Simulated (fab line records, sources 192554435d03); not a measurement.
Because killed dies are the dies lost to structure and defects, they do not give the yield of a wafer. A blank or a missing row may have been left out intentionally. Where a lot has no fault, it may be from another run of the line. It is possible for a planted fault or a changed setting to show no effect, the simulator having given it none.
fab line records	flow n5Finfet
[record] lots = 6	wafers = 18	lastDay = 19
route steps=1938 shown MIM_TOP_LITHO@1841 MIM_TOP_ETCH@1851 MIM_BOT_LITHO@1854 MIM_BOT_ETCH@1866 PASSIVATION@1936
lots that met no fault: taken from a fault-free run of the same line
startH: the number of hours between the record's first day and the start of the first shown wafer of the lot	waitH: how many hours have passed since the lot's step before this one	" same as the row above	L1.1+2: several wafers, shown together as one row	- value missing, or start not given	* or withheld: withheld	< > ~ a bound
route shown NAME@n: names a module that has steps shown in the file, with the first one's number in the route	usual: the fault-free wafers' mean and standard deviation	same: alike in all rows	chamber/n: place in a boat	sites: each site's reading	_std_site: the values' standard deviation	_edge_site: mean of outer sites minus mean of inner sites	radiusMm: for every site, how far away it sits from the centre of the wafer	mask NAME#n: copy n	behind: tool/chamber where the wafer was last shaped	hold: cause of the lot's hold/its duration in hours/its outcome	device: whichever transistor did not switch (one of n, p or np)	end of line: at the end of the route, the tests of the same wafers	for a step that has no rows: nothing shown but its recipe	killed: dies that structure and defects cost at the first sort, which is not the same as the wafer's yield	map: dies across one wafer; x = killed, . = not, _ = none there
set.NAME: the setting the step ran with; set.NAME@STEP: the setting that earlier step ran with	model.NAME: the simulator's own value behind a step, which no gauge read
a table for each step, a row for each wafer; lots at some steps of the route
services: a tool's chamber out of use, with start hour (startH, from the record's first day; less than 0 if before it), hours out, and reason
[[steps]]
[step N5_MIM_TOP_LITHO_EBR_04]
[recipe] solvent = PGMEA	ebrWidthMm = 1.5
[step N5_MIM_TOP_LITHO_SOFTBAKE_03]
[recipe] tempC = 100	timeS = 90
[step N5_MIM_TOP_LITHO_EXPOSE_05]
[recipe] maskId = MIM_TOP	na = 0.55	sourceShape = conventional	sigmaOuter = 0.8	polarization = unpolarized	targetCdNm = 2000	doseMj = 20.5
[step N5_MIM_TOP_LITHO_PEB_06]
[recipe] pebTempC = withheld	pebTimeS = *
[step N5_MIM_TOP_LITHO_DEVELOP_07]
[recipe] developTimeS = 60	rinseLiquid = diw	dry = airSpin	devTempC = 21
[step N5_MIM_TOP_LITHO_HARDBAKE_09]
[recipe] tempC = 130	timeS = 120
[step N5_MIM_TOP_LITHO_CD_MEAS_08]
[recipe] targetCdNm = 2000	landingEnergyEv = 500	detector = seInlens
[usual] cdNm = 2000.3/1.7
lot.wafer	tool	chamber	startH	waitH	cdNm
L323.1	cdSem-02	0	294.15	-	1999.9
L323.2	"	0	"	"	2002.6
L323.4	"	0	"	"	2002.7
L331.3	cdSem-02	0	339.94	-	2001.5
L331.4	"	0	"	"	1998.5
L331.5	"	0	"	"	1998.2
L335.2	cdSem-03	0	373.44	-	1998.1
L335.4	"	0	"	"	2000.6
L335.6	"	0	"	"	2000.8
L340.2	cdSem-02	0	383.74	-	2001.6
L340.3	"	0	"	"	1998.4
L340.5	"	0	"	"	2002.1
L346.2	cdSem-02	0	437.51	-	2001.3
L346.4	"	0	"	"	1999.9
L346.5	"	0	"	"	2002.6
L345.2	cdSem-03	0	448.31	-	1999.9
L345.5	"	0	"	"	2000.0
L345.6	"	0	"	"	2000.4
[step N5_MIM_TOP_LITHO_OVL_MEAS_11]
[recipe] pointsPerWafer = 44
[usual] MIM_TOP_OVL = -4/5.7
lot.wafer	tool	chamber	startH	waitH	MIM_TOP_OVL[nm]
L323.1	overlay-02	0	294.18	0.0	4
L323.2	"	0	"	"	1
L323.4	"	0	"	"	-6
L331.3	overlay-01	0	339.97	0.0	5
L331.4	"	0	"	"	-6
L331.5	"	0	"	"	2
L335.2	overlay-02	0	373.47	0.0	-2
L335.4	"	0	"	"	2
L335.6	"	0	"	"	-2
L340.2	overlay-02	0	383.77	0.0	-1
L340.3	"	0	"	"	5
L340.5	"	0	"	"	-6
L346.2	overlay-02	0	437.54	0.0	-11
L346.4	"	0	"	"	-12
L346.5	"	0	"	"	-1
L345.2	overlay-02	0	448.34	0.0	-19
L345.5	"	0	"	"	-6
L345.6	"	0	"	"	-17
[step N5_MIM_TOP_LITHO_INSPECT_12]
[recipe] mode = adi	inspectInstrument = macro
[usual] rawDefectCount = 2.0/1.4
lot.wafer	tool	chamber	startH	waitH	rawDefectCount
L323.1	defectInspect-02	-	294.20	0.0	3
L323.2	"	-	"	"	2
L323.4	"	-	"	"	4
L331.3	defectInspect-01	-	340.00	0.0	0
L331.4	"	-	"	"	4
L331.5	"	-	"	"	1
L335.2	defectInspect-01	-	373.49	0.0	6
L335.4	"	-	"	"	3
L335.6	"	-	"	"	2
L340.2	defectInspect-01	-	383.80	0.0	1
L340.3	"	-	"	"	2
L340.5	"	-	"	"	0
L346.2	defectInspect-01	-	437.56	0.0	3
L346.4	"	-	"	"	2
L346.5	"	-	"	"	0
L345.2	defectInspect-02	-	448.36	0.0	3
L345.5	"	-	"	"	3
L345.6	"	-	"	"	4
[step N5_MIM_TOP_LITHO_DESCUM_10]
[recipe] chemistry = O2	timeS = 7.9	sourcePowerW = 50	biasPowerW = 20	pressureMtorr = 20	rfFrequencyHz = 2.712e+07	tempC = 40	o2FlowSccm = 225
[step N5_MIM_TOP_ETCH_ETCH_00]
[recipe] chemistry = Cl2/BCl3	target = TiN	targetDepthA = 385	ionEnergyEv = 150	pressureMtorr = 10	icpW = 1000	biasW = 126	Cl2_flow_sccm = 53.25	bcl3FlowSccm = 21.75	Ar_flow_sccm = 25
[usual] drypumpMotorCurrentA = 5.7/0.35	oesProductAu = 0.80/0.13	throttleValvePct = 22.82/0.15
lot.wafer	tool	chamber	startH	waitH	drypumpMotorCurrentA	oesProductAu	rfHoursCounterH	throttleValvePct
L323.1	rieMetal-01	1	294.33	0.1	5.6	0.66	108	22.72
L323.2	"	0	"	"	5.6	0.91	6	22.81
L323.4	"	0	"	"	5.6	0.92	-	22.82
L331.3	rieMetal-02	0	340.45	0.1	5.6	0.96	-	22.91
L331.4	"	1	"	"	5.3	0.66	-	23.01
L331.5	"	1	"	"	5.3	0.65	-	23.02
L335.2	rieMetal-01	1	373.90	0.1	5.7	0.97	4	22.49
L335.4	"	1	"	"	5.7	0.96	-	22.52
L335.6	"	0	"	"	5.6	0.86	-	22.84
L340.2	rieMetal-03	0	383.92	0.1	6.4	0.65	84	22.86
L340.3	"	0	"	"	6.4	0.66	-	22.83
L340.5	"	0	"	"	6.4	0.65	-	22.84
L346.2	rieMetal-02	0	437.68	0.1	5.6	0.89	12	22.95
L346.4	"	0	"	"	5.7	0.89	-	22.94
L346.5	"	0	"	"	5.6	0.89	-	22.94
L345.2	rieMetal-03	1	448.49	0.1	6.0	0.71	65	22.72
L345.5	"	1	"	"	6.0	0.72	-	22.73
L345.6	"	0	"	"	6.4	0.65	-	22.87
[step N5_MIM_TOP_ETCH_STRIP_01]
[recipe] chemistry = O2	powerW = 600	tempC = 60	pressureMtorr = 30	rfFrequencyHz = 6e+07	biasPowerW = 0	overashFraction = 0.5	o2FlowSccm = 225
[usual] drypumpMotorCurrentA = 5.8/0.53	oesProductAu = 0.78/0.095	rfVppV = 3.8/1.4	showerheadPlenumPTorr = 2.08/0.066	throttleValvePct = 16.7/0.33
lot.wafer	tool	chamber	startH	waitH	drypumpMotorCurrentA	oesProductAu	rfHoursCounterH	rfVppV	showerheadPlenumPTorr	throttleValvePct
L323.1	rieDiel-04	1	294.60	0.2	6.1	0.75	154	6.2	2.00	17.1
L323.2	"	2	"	"	5.2	0.91	29	4.0	2.05	16.5
L323.4	"	3	"	"	5.9	0.73	203	2.4	2.06	16.8
L331.3	rieDiel-04	3	340.55	0.1	5.9	0.70	220	3.7	2.06	16.9
L331.4	"	2	"	"	5.3	0.87	46	5.3	2.04	16.5
L331.5	"	1	"	"	6.1	0.72	-	2.0	2.00	17.1
L335.2	rieDiel-04	1	374.07	0.1	6.1	0.72	178	3.8	1.99	17.1
L335.4	"	2	"	"	5.3	0.83	56	4.4	2.04	16.5
L335.6	"	3	"	"	5.9	0.69	-	4.6	2.05	16.9
L340.2	rieDiel-03	0	384.06	0.1	5.0	0.69	216	3.2	2.08	17.1
L340.3	"	2	"	"	4.7	0.71	211	3.5	2.17	17.2
L340.5	"	2	"	"	4.7	0.72	-	4.2	2.17	17.2
L346.2	rieDiel-03	0	437.87	0.1	5.0	0.67	234	3.4	2.08	17.2
L346.4	"	3	"	"	6.4	0.77	148	2.5	2.02	16.7
L346.5	"	1	"	"	6.1	0.94	-	2.0	2.16	16.6
L345.2	rieDiel-01	2	448.71	0.2	5.7	0.69	251	3.8	2.13	16.9
L345.5	"	0	"	"	6.1	0.80	-	5.9	2.04	16.3
L345.6	"	2	"	"	5.7	0.70	-	5.2	2.13	16.9
[step N5_MIM_TOP_ETCH_PECVD_03]
[recipe] material = SiNx	targetThkA = 200	tempC = 400	precursor = SiH4/NH3/N2	pressureTorr = 1.5	rfW = 300	timeS = 17.6
[usual] chamberPressureTorr = 1.500/0.0036	heaterPowerW = 763/67	showerheadPlenumPTorr = 5.13/0.049	throttleValvePct = 40.9/1.9
lot.wafer	tool	chamber	startH	waitH	chamberPressureTorr	heaterPowerW	showerheadPlenumPTorr	throttleValvePct	model.SiNx_of_MIM_TOP_ETCH_PECVD_03.thkNm
L323.1	pecvd-03	0	294.67	-	1.497	757	5.14	41.1	19.8
L323.2	"	2	"	"	1.504	677	5.16	39.4	19.8
L323.4	"	1	"	"	1.504	782	5.13	43.8	20
L331.3	pecvd-02	2	340.62	-	1.504	815	5.13	37.9	20
L331.4	"	0	"	"	1.497	758	5.11	41.3	20.2
L331.5	"	2	"	"	1.500	811	5.12	37.8	20.2
L335.2	pecvd-02	2	374.13	-	1.500	733	5.13	38.3	19.8
L335.4	"	1	"	"	1.501	802	5.13	39.6	20.2
L335.6	"	2	"	"	1.497	714	5.12	38.0	17.6
L340.2	pecvd-02	2	384.12	-	1.496	836	5.13	38.2	19.8
L340.3	"	2	"	"	1.499	866	5.13	38.2	20
L340.5	"	2	"	"	1.497	823	5.14	38.0	17.6
L346.2	pecvd-01	1	437.93	-	1.504	801	5.23	40.5	19.8
L346.4	"	2	"	"	1.498	756	5.01	41.1	20
L346.5	"	1	"	"	1.499	833	5.22	40.7	20
L345.2	pecvd-03	0	448.77	-	1.507	793	5.15	41.3	19.8
L345.5	"	0	"	"	1.500	794	5.14	41.0	20.2
L345.6	"	1	"	"	1.506	683	5.14	43.8	19.6
[step N5_MIM_BOT_LITHO_HMDS_01]
[recipe] timeS = 60	tempC = 120
[step N5_MIM_BOT_LITHO_COAT_02]
[recipe] spinRpm = *	resistThkNm = *
[step N5_MIM_BOT_LITHO_EBR_04]
[recipe] solvent = PGMEA	ebrWidthMm = 1.5
[step N5_MIM_BOT_LITHO_SOFTBAKE_03]
[recipe] tempC = 100	timeS = 90
[step N5_MIM_BOT_LITHO_EXPOSE_05]
[recipe] maskId = MIM_BOT	na = 0.55	sourceShape = conventional	sigmaOuter = 0.8	polarization = unpolarized	doseMj = 24.25
[step N5_MIM_BOT_LITHO_PEB_06]
[recipe] pebTempC = withheld	pebTimeS = *
[step N5_MIM_BOT_LITHO_DEVELOP_07]
[recipe] developTimeS = 60	rinseLiquid = diw	dry = airSpin	devTempC = 21
[step N5_MIM_BOT_LITHO_HARDBAKE_09]
[recipe] tempC = 130	timeS = 120
[step N5_MIM_BOT_LITHO_CD_MEAS_08]
[recipe] targetCdNm = 3000	landingEnergyEv = 500	detector = seInlens	polarity = opening
[usual] cdNm = 2999.2/1.6
lot.wafer	tool	chamber	startH	waitH	cdNm
L323.1	cdSem-03	0	295.15	-	2996.4
L323.2	"	0	"	"	2998.6
L323.4	"	0	"	"	2996.6
L331.3	cdSem-02	0	340.97	-	2999.2
L331.4	"	0	"	"	2999.1
L331.5	"	0	"	"	2999.9
L335.2	cdSem-03	0	374.62	-	2998.5
L335.4	"	0	"	"	2996.7
L335.6	"	0	"	"	2995.9
L340.2	cdSem-01	0	384.50	-	2999.5
L340.3	"	0	"	"	3001.3
L340.5	"	0	"	"	2999.2
L346.2	cdSem-01	0	438.43	-	2999.7
L346.4	"	0	"	"	2998.9
L346.5	"	0	"	"	2999.9
L345.2	cdSem-02	0	449.13	-	2997.9
L345.5	"	0	"	"	2996.6
L345.6	"	0	"	"	2998.1
[step N5_MIM_BOT_LITHO_OVL_MEAS_11]
[recipe] pointsPerWafer = 44
[usual] MIM_BOT_OVL = 4/5.2
lot.wafer	tool	chamber	startH	waitH	MIM_BOT_OVL[nm]
L323.1	overlay-01	0	295.18	0.0	1
L323.2	"	0	"	"	0
L323.4	"	0	"	"	-6
L331.3	overlay-01	0	341.00	0.0	5
L331.4	"	0	"	"	3
L331.5	"	0	"	"	17
L335.2	overlay-01	0	374.65	0.0	6
L335.4	"	0	"	"	11
L335.6	"	0	"	"	11
L340.2	overlay-01	0	384.53	0.0	-3
L340.3	"	0	"	"	0
L340.5	"	0	"	"	1
L346.2	overlay-02	0	438.46	0.0	-4
L346.4	"	0	"	"	1
L346.5	"	0	"	"	4
L345.2	overlay-01	0	449.16	0.0	9
L345.5	"	0	"	"	8
L345.6	"	0	"	"	7
[step N5_MIM_BOT_LITHO_INSPECT_12]
[recipe] mode = adi	inspectInstrument = macro
[usual] rawDefectCount = 2.2/1.5
lot.wafer	tool	chamber	startH	waitH	rawDefectCount
L323.1	defectInspect-02	-	295.21	0.0	3
L323.2	"	-	"	"	3
L323.4	"	-	"	"	2
L331.3	defectInspect-01	-	341.03	0.0	1
L331.4	"	-	"	"	2
L331.5	"	-	"	"	3
L335.2	defectInspect-02	-	374.67	0.0	3
L335.4	"	-	"	"	4
L335.6	"	-	"	"	2
L340.2	defectInspect-02	-	384.55	0.0	1
L340.3	"	-	"	"	3
L340.5	"	-	"	"	1
L346.2	defectInspect-01	-	438.48	0.0	3
L346.4	"	-	"	"	6
L346.5	"	-	"	"	6
L345.2	defectInspect-02	-	449.19	0.0	1
L345.5	"	-	"	"	2
L345.6	"	-	"	"	3
[step N5_MIM_BOT_LITHO_DESCUM_10]
[recipe] chemistry = O2	timeS = 7.9	sourcePowerW = 50	biasPowerW = 20	pressureMtorr = 20	rfFrequencyHz = 2.712e+07	tempC = 40	o2FlowSccm = 225
[usual] drypumpMotorCurrentA = 5.7/0.4	oesProductAu = 0.81/0.089	rfVppV = 243.2/1.1	showerheadPlenumPTorr = 2.09/0.042	throttleValvePct = 20.40/0.22
lot.wafer	tool	chamber	startH	waitH	drypumpMotorCurrentA	oesProductAu	rfHoursCounterH	rfVppV	showerheadPlenumPTorr	throttleValvePct
L323.1	rieDiel-06	0	295.24	0.0	5.8	0.84	72	245.3	2.11	20.44
L323.2	"	1	"	"	5.7	0.80	75	243.4	2.10	20.05
L323.4	"	3	"	"	5.8	0.69	214	244.2	2.08	20.66
L331.3	rieDiel-06	3	341.06	0.0	5.8	0.69	232	241.7	2.08	20.67
L331.4	"	1	"	"	5.8	0.79	-	243.9	2.09	20.07
L331.5	"	3	"	"	5.8	0.69	-	242.8	2.08	20.69
L335.2	rieDiel-02	2	374.70	0.0	5.8	0.77	119	243.3	2.10	20.48
L335.4	"	1	"	"	5.0	0.90	-	241.7	2.05	20.22
L335.6	"	2	"	"	5.8	0.78	-	243.1	2.10	20.49
L340.2	rieDiel-05	2	384.59	0.0	5.5	0.88	31	241.6	2.06	20.17
L340.3	"	0	"	"	6.2	0.66	246	243.8	2.08	20.90
L340.5	"	1	"	"	5.4	0.68	-	241.9	2.05	20.72
L346.2	rieDiel-06	0	438.52	0.0	5.8	0.78	128	243.1	2.09	20.52
L346.4	"	2	"	"	6.3	0.94	-	242.8	2.04	20.21
L346.5	"	3	"	"	5.8	0.95	-	243.2	2.07	20.37
L345.2	rieDiel-05	0	449.22	0.0	6.2	0.95	13	242.6	2.07	20.64
L345.5	"	1	"	"	5.4	0.95	-	240.9	2.04	20.37
L345.6	"	2	"	"	5.5	0.84	-	242.1	2.05	20.20
[step N5_MIM_BOT_ETCH_ETCH_04]
[recipe] chemistry = CF4/O2	target = SiNx	targetDepthA = 260	timeS = 13	ionEnergyEv = 100	pressureMtorr = 40	sourceW = 535	biasW = 49	Ar_flow_sccm = 100	cf4FlowSccm = 100	O2_flow_sccm = 10
[usual] drypumpMotorCurrentA = 5.7/0.41	oesProductAu = 0.81/0.085	rfVppV = 239/4.4	showerheadPlenumPTorr = 2.20/0.044	throttleValvePct = 15.96/0.19
lot.wafer	tool	chamber	startH	waitH	drypumpMotorCurrentA	oesProductAu	rfHoursCounterH	rfVppV	showerheadPlenumPTorr	throttleValvePct
L323.1	rieDiel-06	0	295.31	0.0	5.8	0.85	72	243	2.23	15.94
L323.2	"	1	"	"	5.8	0.81	75	239	2.24	15.85
L323.4	"	3	"	"	5.8	0.70	214	234	2.17	16.13
L331.3	rieDiel-06	3	341.13	0.0	5.8	0.70	232	233	2.17	16.14
L331.4	"	1	"	"	5.7	0.78	-	239	2.23	15.89
L331.5	"	3	"	"	5.8	0.69	-	234	2.16	16.16
L335.2	rieDiel-02	2	374.77	0.0	5.8	0.76	119	234	2.21	16.04
L335.4	"	1	"	"	5.0	0.87	-	237	2.15	15.67
L335.6	"	2	"	"	5.8	0.76	-	235	2.21	16.05
L340.2	rieDiel-05	2	384.65	0.0	5.5	0.88	31	242	2.17	15.73
L340.3	"	0	"	"	6.3	0.65	246	241	2.17	16.31
L340.5	"	1	"	"	5.4	0.68	-	238	2.16	16.34
L346.2	rieDiel-06	0	438.58	0.0	5.8	0.78	128	243	2.21	16.05
L346.4	"	2	"	"	6.3	0.91	-	251	2.16	15.85
L346.5	"	3	"	"	5.8	0.95	-	233	2.16	15.73
L345.2	rieDiel-05	0	449.29	0.0	6.2	0.93	13	240	2.16	15.89
L345.5	"	1	"	"	5.4	0.94	-	239	2.16	15.89
L345.6	"	2	"	"	5.5	0.84	-	242	2.16	15.77
[step N5_MIM_BOT_ETCH_ETCH_03]
[recipe] chemistry = Cl2/BCl3	targetDepthA = 120	pressureMtorr = 8	icpW = 800	biasW = 100	Cl2_flow_sccm = 20	bcl3FlowSccm = 80
[step N5_MIM_BOT_ETCH_ETCH_00]
[recipe] chemistry = Cl2/BCl3	target = TiN	targetDepthA = 455	ionEnergyEv = 150	pressureMtorr = 10	icpW = 1000	biasW = 126	Cl2_flow_sccm = 53.25	bcl3FlowSccm = 21.75	Ar_flow_sccm = 25
[step N5_MIM_BOT_ETCH_STRIP_01]
[recipe] chemistry = O2	powerW = 600	tempC = 60	pressureMtorr = 30	rfFrequencyHz = 6e+07	biasPowerW = 0	overashFraction = 0.5	o2FlowSccm = 225
[usual] drypumpMotorCurrentA = 5.7/0.41	oesProductAu = 0.81/0.094	rfVppV = 3.8/1.2	showerheadPlenumPTorr = 2.09/0.041	throttleValvePct = 16.64/0.21
lot.wafer	tool	chamber	startH	waitH	drypumpMotorCurrentA	oesProductAu	rfHoursCounterH	rfVppV	showerheadPlenumPTorr	throttleValvePct
L323.1	rieDiel-06	3	295.85	0.2	5.8	0.69	214	5.3	2.09	16.92
L323.2	"	1	"	"	5.8	0.81	75	3.3	2.10	16.33
L323.4	"	0	"	"	5.8	0.84	72	4.7	2.12	16.62
L331.3	rieDiel-06	3	341.47	0.1	5.8	0.69	233	1.8	2.08	16.91
L331.4	"	0	"	"	5.8	0.81	-	6.4	2.11	16.64
L331.5	"	1	"	"	5.7	0.76	-	2.9	2.10	16.39
L335.2	rieDiel-05	0	375.09	0.1	6.2	0.66	243	3.2	2.09	17.17
L335.4	"	2	"	"	5.5	0.88	28	3.8	2.06	16.37
L335.6	"	2	"	"	5.5	0.86	-	6.9	2.06	16.39
L340.2	rieDiel-05	0	384.97	0.1	6.2	0.67	246	3.0	2.08	17.12
L340.3	"	2	"	"	5.5	0.86	31	2.4	2.06	16.43
L340.5	"	0	"	"	6.2	0.65	-	3.8	2.08	17.11
L346.2	rieDiel-02	3	438.90	0.1	6.3	0.80	119	5.0	2.19	16.72
L346.4	"	0	"	"	5.2	0.83	59	2.5	2.13	16.67
L346.5	"	1	"	"	5.0	0.87	-	2.4	2.05	16.50
L345.2	rieDiel-05	3	449.62	0.1	5.3	0.77	130	4.1	2.09	16.58
L345.5	"	0	"	"	6.2	0.93	-	4.9	2.08	16.77
L345.6	"	3	"	"	5.3	0.78	-	4.1	2.09	16.55
[step N5_MIM_BOT_ETCH_STRIP_02]
[recipe] chemistry = postEtchResidueRemover	timeS = 1200	tempC = 72.5
lot.wafer	tool	chamber	startH	waitH	model.SiNx_of_MIM_TOP_ETCH_PECVD_03.thkNm
L323.1+2	wetBench-03	5,0	295.91	-	19.4
L323.4	"	7	"	"	19.6
L331.3	wetBench-06	0	341.53	-	19.6
L331.4	"	1	"	"	19.8
L331.5	"	3	"	"	20
L335.2	wetBench-06	2	375.16	-	19.4
L335.4	"	1	"	"	20
L335.6	"	7	"	"	17.2
L340.2	wetBench-03	6	385.04	-	19.4
L340.3	"	0	"	"	19.6
L340.5	"	7	"	"	17.2
L346.2	wetBench-03	2	438.97	-	19.6
L346.4+5	"	0,7	"	"	19.8
L345.2	wetBench-03	0	449.68	-	19.6
L345.5	"	7	"	"	19.8
L345.6	"	3	"	"	19.2
[step N5_MIM_BOT_ETCH_CLEAN_05]
[recipe] chemistry = IPA	timeS = 180	tempC = 25
[step N5_PASSIVATION_PROBE_49]
[usual] defectLimitedYield = 91.6/1.4	killed_at_M0_to_M3 = 33/10	killed_at_M4_up = 13/5.3	killedAtContacts = 13/5.9	killedAtFrontEnd = 36/12	killedAtOther = 4/3.1	killedDies = 99/16	killedOnRim = 13/4.2	killedOpen = 65/13	killedShort = 32/7.3	sort_bin_5_function = 4.9/0.9	sort_bin_6_memory = 3.1/0.66	sort_bin_8_speed = 0.0/0.42	sortNPass = 1081/17	sortYieldPct = 91.6/1.4
[same] grossDies = 1180	killedAtBackSide = 0	sort_bin_4_leakage[%] = 0
lot.wafer	tool	chamber	startH	waitH	defectLimitedYield[%]	killed_at_M0_to_M3	killed_at_M4_up	killedAtContacts	killedAtFrontEnd	killedAtOther	killedDies	killedOnRim	killedOpen	killedShort	sort_bin_5_function[%]	sort_bin_6_memory[%]	sort_bin_8_speed[%]	sortNPass	sortYieldPct[%]
L331.3	prober-01	-	349.45	0.1	89.7	59	17	11	29	5	121	16	66	49	5.9	4.1	0	1059	89.7
L335.2	prober-02	-	385.25	0.1	94.5	24	7	2	30	2	65	11	44	20	2.8	2.3	0	1115	94.5
L335.4	prober-02	-	385.35	0.2	93.3	32	11	5	26	5	79	13	49	27	4.5	1.9	0	1101	93.3
L335.6	prober-02	-	385.45	0.3	92.5	22	6	10	44	7	89	2	54	32	4.4	2.6	0	1091	92.5
L346.2	prober-01	-	447.81	0.1	91.6	50	12	12	20	5	99	11	67	28	5.4	2.4	0	1081	91.6
L346.4	prober-01	-	447.91	0.2	91.7	30	16	29	17	6	98	11	73	24	4.7	3.5	0	1082	91.7
L346.5	prober-01	-	447.96	0.2	93.0	29	17	16	17	4	83	7	68	15	4.3	2.7	0	1097	93.0
L345.2	prober-01	-	459.11	0.1	92.6	34	11	15	22	5	87	15	59	27	3.7	3.3	0	1093	92.6
L345.5	prober-01	-	459.26	0.2	92.8	37	11	9	23	5	85	15	47	36	3.6	3.2	0	1095	92.8
L345.6	prober-01	-	459.31	0.3	92.0	19	8	15	49	3	94	6	64	30	4.9	2.9	0	1086	92.0
// killed by level:class
L331.3 BEOL_M0_SAQP:geometricParticle:open=16 BEOL_M0_SAQP:geometricParticle:short=15 MOL_CONTACT_COAG:geometricParticle:open=10 BEOL_M4:geometricParticle:open=7 BEOL_M2:geometricParticle:open=7 BEOL_M1:geometricParticle:open=6 STARTING-WAFER:geometricParticle:open=5 GATE_CUT:geometricParticle:short=4
L335.2 FIN_SAQP:geometricParticle:short=7 BEOL_M0_SAQP:geometricParticle:short=6 FIN_SAQP:geometricParticle:open=5 STI_FIN_REVEAL:geometricParticle:open=5 DUMMY_GATE:geometricParticle:open=5 BEOL_M0_SAQP:geometricParticle:open=5 BEOL_M2:geometricParticle:open=4 BEOL_M3:geometricParticle:open=4
L335.4 BEOL_M4:geometricParticle:open=10 FIN_SAQP:geometricParticle:short=9 BEOL_M2:geometricParticle:open=7 BEOL_M3:geometricParticle:open=7 BEOL_M0_SAQP:geometricParticle:open=6 FIN_SAQP:geometricParticle:open=5 BEOL_M3:geometricParticle:short=4 DUMMY_GATE:geometricParticle:open=3
L335.6 STI_FIN_REVEAL:geometricParticle:open=9 FIN_SAQP:geometricParticle:open=8 GATE_CUT:geometricParticle:short=6 MOL_CONTACT_COAG:geometricParticle:open=6 BEOL_M0_SAQP:geometricParticle:short=6 FIN_SAQP:geometricParticle:short=5 GATE_CUT:geometricParticle:open=5 BEOL_M0_SAQP:geometricParticle:open=4
L346.2 MOL_CONTACT_COAG:geometricParticle:open=11 BEOL_M3:geometricParticle:open=11 BEOL_M0_SAQP:geometricParticle:short=9 BEOL_M1:geometricParticle:open=7 BEOL_M2:geometricParticle:open=7 FIN_SAQP:geometricParticle:open=6 BEOL_M0_SAQP:geometricParticle:open=5 GATE_CUT:geometricParticle:short=3
L346.4 MOL_CONTACT_COAG:geometricParticle:open=23 BEOL_M2:geometricParticle:open=10 BEOL_M4:geometricParticle:open=7 MOL_CONTACT_COAG:geometricParticle:short=6 BEOL_M3:geometricParticle:open=6 DUMMY_GATE:geometricParticle:open=5 DUMMY_GATE:geometricParticle:short=4 PASS1_CAP:geometricParticle:open=4
L346.5 MOL_CONTACT_COAG:geometricParticle:open=13 BEOL_M4:geometricParticle:open=10 BEOL_M0_SAQP:geometricParticle:open=8 STI_FIN_REVEAL:geometricParticle:open=6 BEOL_M3:geometricParticle:open=6 BEOL_M0_SAQP:geometricParticle:short=5 BEOL_M5:geometricParticle:open=5 GATE_CUT:geometricParticle:open=3
L345.2 BEOL_M0_SAQP:geometricParticle:open=11 BEOL_M3:geometricParticle:open=11 MOL_CONTACT_COAG:geometricParticle:open=8 STI_FIN_REVEAL:geometricParticle:open=6 MOL_CONTACT_COAG:geometricParticle:short=6 STARTING-WAFER:geometricParticle:short=5 FIN_SAQP:geometricParticle:short=4 BEOL_M1:geometricParticle:open=4
L345.5 BEOL_M0_SAQP:geometricParticle:short=11 MOL_CONTACT_COAG:geometricParticle:open=9 BEOL_M1:geometricParticle:short=7 BEOL_M0_SAQP:geometricParticle:open=6 BEOL_M3:geometricParticle:open=6 STI_FIN_REVEAL:geometricParticle:open=4 GATE_CUT:geometricParticle:short=4 BEOL_M2:geometricParticle:open=4
L345.6 STI_FIN_REVEAL:geometricParticle:open=20 MOL_CONTACT_COAG:geometricParticle:open=9 FIN_SAQP:geometricParticle:short=8 BEOL_M2:geometricParticle:open=7 MOL_CONTACT_COAG:geometricParticle:short=6 BEOL_M3:geometricParticle:open=5 STARTING-WAFER:geometricParticle:open=4 FIN_SAQP:geometricParticle:open=3
[[services]]
tool	chamber	startH	hours	kind
rieMetal-02	-	274.27	0.4	repair
rieDiel-02	2	274.60	2.7	repair
rieDiel-01	3	288.09	4.2	repair
rieDiel-06	2	318.16	10.9	repair
pecvd-02	-	337.78	0.8	pm
rieDiel-02	0	359.18	8.3	repair
rieDiel-04	1	360.52	12.7	repair
pecvd-01	-	366.19	2.0	repair
pecvd-03	-	366.60	2.4	repair
rieDiel-01	0	369.92	15.6	repair
pecvd-03	0	385.04	4.2	repair
rieDiel-06	3	388.92	-	clean
rieDiel-06	3	388.92	-	consumableReplace:focusRing
rieDiel-01	3	388.99	2.6	repair
rieDiel-02	0	396.89	2.6	repair
rieDiel-01	2	401.92	6.6	repair
rieDiel-01	3	404.40	2.4	repair
pecvd-01	-	409.21	1.3	repair
rieDiel-01	1	411.12	6.8	repair
rieDiel-04	2	415.57	6.4	repair
pecvd-02	-	427.50	14.6	pm
rieDiel-06	1	428.94	21.8	repair
rieMetal-03	0	440.28	1.0	repair
rieDiel-05	3	446.63	2.1	repair
[[key]]
firstSign none at tools or gauges
[modelEffect] step = N5_MIM_TOP_ETCH_PECVD_03	value = SiNx_of_MIM_TOP_ETCH_PECVD_03.thkNm	without = 20.3	struck = 17.6
[modelEffect] step = N5_MIM_BOT_ETCH_STRIP_02	value = SiNx_of_MIM_TOP_ETCH_PECVD_03.thkNm	without = 20	struck = 17.2
metAt N5_MIM_TOP_ETCH_PECVD_03
struckWafers L335.6,L340.5
onsetBetween 340.62 374.13
[fault] kind = processParameterDrift	tool = pecvd-02	chamber = -	onsetH = 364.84	steps = N5_MIM_TOP_ETCH_PECVD_03	channel = timeS	offset = *	shape = step	endH = 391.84	scope = struckWafersOnly	actsIn = *	stated = *
